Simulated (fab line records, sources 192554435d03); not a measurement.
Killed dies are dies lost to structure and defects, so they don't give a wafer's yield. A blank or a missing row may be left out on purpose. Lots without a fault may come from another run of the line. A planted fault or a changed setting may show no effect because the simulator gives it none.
Chamber matching | flow n5_finfet | N5_DUMMY_GATE_ETCH_32 on rie_si-06: 4 sister chambers
The step etches SiO2 in CF4, target depth 3.5 nm, time 3.9 s. 8 wafers are shown with their chamber, then 9 later ones without.

WAFERS WITH THEIR CHAMBER
wafer  | chamber | throttle_valve_pct (%) | drypump_motor_current_A (A)
L084.6 | 2       | 21.73                  | 5.3
L087.4 | 2       | 21.72                  | 5.3
L087.6 | 3       | 21.74                  | 5.6
L088.5 | 1       | 21.56                  | 5.6
L088.6 | 0       | 21.58                  | 5.9
L091.1 | 1       | 21.56                  | 5.5
L091.3 | 3       | 21.73                  | 5.7
L091.4 | 0       | 21.58                  | 5.9

WAFERS WITHOUT THEIR CHAMBER
wafer  | throttle_valve_pct (%) | drypump_motor_current_A (A)
L092.2 | 21.72                  | 5.3
L092.3 | 21.75                  | 5.6
L092.4 | 21.57                  | 5.6
L094.1 | 21.73                  | 5.6
L094.2 | 21.73                  | 5.3
L094.6 | 21.55                  | 5.5
L097.1 | 21.74                  | 5.7
L097.2 | 21.73                  | 5.2
L097.6 | 21.72                  | 5.3

WHICH CHAMBER EACH WENT THROUGH
wafer  | from the rows above | in truth
L092.2 | 2                   | 2
L092.3 | 3                   | 3
L092.4 | 1                   | 1
L094.1 | 3                   | 3
L094.2 | 2                   | 2
L094.6 | 1                   | 1
L097.1 | 3                   | 3
L097.2 | 2                   | 2
L097.6 | 2                   | 2
Placed correctly: 9 of 9. Can't be placed from these rows: 0. Placed wrongly: 0.
How it was worked out, from the rows above alone: a wafer's distance from a chamber is the root of the sum, over the readings, of the square of ((its reading less the chamber's mean) divided by the reading's scatter). The wafer belongs to the nearest chamber; if the next one is less than 2 further off, it can't be placed. A chamber's mean is the mean of its shown wafers. The scatter: the root of (the sum of the squares of (reading less its chamber's mean) over the shown wafers, divided by (wafers less chambers)).
